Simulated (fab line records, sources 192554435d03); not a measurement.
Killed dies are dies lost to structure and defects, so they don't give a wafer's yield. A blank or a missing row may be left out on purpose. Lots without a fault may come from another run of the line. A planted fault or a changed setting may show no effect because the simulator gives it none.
Chamber matching | flow n5_finfet | N5_FIN_SAQP_PECVD_06 on pecvd-03: 3 sister chambers
The step deposits a-Si from SiH4/He, target thk 60 nm, time 48.1 s. 16 wafers are shown with their chamber, then 8 later ones without.

WAFERS WITH THEIR CHAMBER
wafer  | chamber | throttle_valve_pct (%) | showerhead_plenum_p_Torr (Torr) | heater_power_w (W)
L076.2 | 0       | 17.8                   | 5.61                            | 981
L076.5 | 1       | 18.4                   | 5.60                            | 871
L076.6 | 2       | 16.6                   | 5.68                            | 831
L077.2 | 0       | 17.6                   | 5.63                            | 933
L077.3 | 2       | 16.6                   | 5.70                            | 837
L077.6 | 2       | 16.6                   | 5.68                            | 818
L078.2 | 2       | 16.6                   | 5.68                            | 720
L078.3 | 1       | 18.2                   | 5.60                            | 786
L078.6 | 0       | 17.5                   | 5.61                            | 904
L079.1 | 1       | 18.2                   | 5.61                            | 902
L079.2 | 0       | 17.9                   | 5.63                            | 949
L079.5 | 2       | 16.7                   | 5.68                            | 734
L081.3 | 2       | 16.6                   | 5.67                            | 727
L081.4 | 1       | 18.3                   | 5.60                            | 870
L081.6 | 0       | 18.0                   | 5.61                            | 857
L089.2 | 1       | 18.1                   | 5.60                            | 826

SIGNATURES (means of the wafers above)
reading                  | chamber 0 | chamber 1 | chamber 2 | scatter within a chamber
throttle_valve_pct       | 17.760    | 18.240    | 16.617    | 0.134
showerhead_plenum_p_Torr | 5.6180    | 5.6020    | 5.6817    | 0.00896
heater_power_w           | 924.80    | 851.00    | 777.83    | 50.3
Rule: a wafer's distance from a chamber is the root of the sum, over the readings, of the square of ((its reading less the chamber's mean) divided by the reading's scatter). The wafer belongs to the nearest chamber; if the next one is less than 2 further off, it can't be placed. The scatter: the root of (the sum of the squares of (reading less its chamber's mean) over the shown wafers, divided by (wafers less chambers)).

WAFERS WITHOUT THEIR CHAMBER
wafer  | throttle_valve_pct (%) | showerhead_plenum_p_Torr (Torr) | heater_power_w (W)
L089.4 | 16.7                   | 5.67                            | 712
L089.5 | 18.0                   | 5.61                            | 825
L094.3 | 18.7                   | 5.61                            | 884
L094.5 | 18.3                   | 5.60                            | 882
L094.6 | 17.8                   | 5.63                            | 847
L095.1 | 18.4                   | 5.61                            | 919
L095.3 | 16.8                   | 5.67                            | 798
L095.6 | 16.7                   | 5.68                            | 828

WHICH CHAMBER EACH WENT THROUGH
wafer  | from the rows above     | in truth
L089.4 | 2                       | 2
L089.5 | can't be placed: 1 or 0 | 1
L094.3 | 1                       | 1
L094.5 | 1                       | 1
L094.6 | 0                       | 0
L095.1 | 1                       | 1
L095.3 | 2                       | 2
L095.6 | 2                       | 2
Placed correctly: 7 of 8. Can't be placed from these rows: 1 (the true chamber is among the candidates in 1). Placed wrongly: 0.
